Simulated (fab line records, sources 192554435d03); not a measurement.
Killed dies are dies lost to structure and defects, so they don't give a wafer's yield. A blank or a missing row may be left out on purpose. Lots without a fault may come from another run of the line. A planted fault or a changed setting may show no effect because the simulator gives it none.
Chamber matching | flow n5_finfet | N5_DUMMY_GATE_ALD_02 on ald_sin-04: 4 sister chambers
The step deposits SiO2, target thk 2 nm, pulse time 1 s. 24 wafers are shown with their chamber, then 12 later ones without.

WAFERS WITH THEIR CHAMBER
wafer  | chamber | heater_power_w (W) | precursor_pulse_height_rel
L074.2 | 0       | 459                | 0.989
L074.3 | 1       | 505                | 0.974
L074.5 | 2       | 541                | 1.019
L079.1 | 2       | 554                | 1.009
L079.4 | 1       | 500                | 0.951
L079.5 | 3       | 449                | 0.966
L081.1 | 0       | 469                | 1.008
L081.3 | 2       | 537                | 0.994
L081.6 | 0       | 454                | 0.998
L083.1 | 2       | 549                | 0.967
L083.2 | 0       | 472                | 1.021
L083.6 | 3       | 437                | 1.008
L085.1 | 0       | 458                | 1.018
L085.2 | 1       | 512                | 1.033
L085.3 | 3       | 437                | 1.000
L086.3 | 1       | 499                | 1.024
L086.5 | 3       | 430                | 0.994
L086.6 | 0       | 463                | 0.988
L087.3 | 3       | 441                | 1.004
L087.4 | 2       | 525                | 1.037
L087.5 | 0       | 463                | 1.002
L088.1 | 1       | 517                | 1.020
L088.4 | 0       | 457                | 1.004
L088.5 | 0       | 452                | 1.024

SIGNATURES (means of the wafers above)
reading                    | chamber 0 | chamber 1 | chamber 2 | chamber 3 | scatter within a chamber
heater_power_w             | 460.78    | 506.60    | 541.20    | 438.80    | 8.03
precursor_pulse_height_rel | 1.00578   | 1.00040   | 1.00520   | 0.99440   | 0.0229
Rule: a wafer's distance from a chamber is the root of the sum, over the readings, of the square of ((its reading less the chamber's mean) divided by the reading's scatter). The wafer belongs to the nearest chamber; if the next one is less than 2 further off, it can't be placed. The scatter: the root of (the sum of the squares of (reading less its chamber's mean) over the shown wafers, divided by (wafers less chambers)).

WAFERS WITHOUT THEIR CHAMBER
wafer  | heater_power_w (W) | precursor_pulse_height_rel
L089.1 | 543                | 0.965
L089.2 | 460                | 1.025
L089.6 | 556                | 1.008
L090.3 | 541                | 0.990
L090.4 | 511                | 1.000
L090.5 | 501                | 0.997
L092.1 | 467                | 0.962
L092.2 | 442                | 1.006
L092.5 | 466                | 0.983
L095.1 | 540                | 0.995
L095.3 | 506                | 0.976
L095.6 | 533                | 0.988

WHICH CHAMBER EACH WENT THROUGH
wafer  | from the rows above     | in truth
L089.1 | 2                       | 2
L089.2 | 0                       | 0
L089.6 | 2                       | 2
L090.3 | 2                       | 2
L090.4 | 1                       | 1
L090.5 | 1                       | 1
L092.1 | can't be placed: 0 or 3 | 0
L092.2 | can't be placed: 3 or 0 | 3
L092.5 | 0                       | 0
L095.1 | 2                       | 2
L095.3 | 1                       | 1
L095.6 | 2                       | 2
Placed correctly: 10 of 12. Can't be placed from these rows: 2 (the true chamber is among the candidates in 2). Placed wrongly: 0.
